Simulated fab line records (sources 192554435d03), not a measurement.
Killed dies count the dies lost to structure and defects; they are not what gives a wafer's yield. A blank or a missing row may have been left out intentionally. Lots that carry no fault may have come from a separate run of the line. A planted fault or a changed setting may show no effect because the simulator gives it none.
Chamber matching | flow n5_finfet | N5_BEOL_M0_SAQP_SPACER2_ALD_26 on ald_sin-03 has 4 sister chambers
The step deposits SiO2, target thk 15 nm, pulse time 1 s, purge time 2 s. 8 wafers are shown with their chamber, then 7 later ones without.

## WAFERS PAIRED WITH THEIR CHAMBERS
wafer  | chamber | heater_power_w (W) | precursor_pulse_height_rel
L077.4 | 3       | 414                | 0.984
L083.2 | 1       | 448                | 0.993
L083.5 | 1       | 437                | 1.056
L090.2 | 0       | 586                | 1.010
L090.3 | 2       | 410                | 1.000
L090.4 | 3       | 399                | 1.015
L092.2 | 2       | 406                | 1.002
L092.3 | 0       | 589                | 0.991

## WAFERS WITH NO CHAMBER GIVEN
wafer  | heater_power_w (W) | precursor_pulse_height_rel
L092.4 | 467                | 0.997
L094.1 | 391                | 0.961
L094.3 | 455                | 0.996
L094.5 | 381                | 0.986
L097.4 | 603                | 1.006
L097.5 | 601                | 1.004
L097.6 | 396                | 0.989

## EACH ONE'S CHAMBER
wafer  | from the rows above     | in truth
L092.4 | 1                       | 1
L094.1 | can't be placed: 3 or 2 | 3
L094.3 | 1                       | 1
L094.5 | can't be placed: 3 or 2 | 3
L097.4 | 0                       | 0
L097.5 | 0                       | 0
L097.6 | can't be placed: 3 or 2 | 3
Correctly placed: 4 of 7. Cannot be placed on the basis of these rows: 3; the candidates contain the true chamber in 3. Wrongly placed: 0.
How it was worked out, from the rows above alone: a wafer's distance from a chamber is the root of the sum, over the readings, of the square of ((its reading less the chamber's mean) divided by the reading's scatter). The wafer belongs to the nearest chamber; if the next one is less than 2 further off, it can't be placed. Each chamber's mean is taken over the wafers shown for it. The scatter: the root of (the sum of the squares of (reading less its chamber's mean) over the shown wafers, divided by (wafers less chambers)).
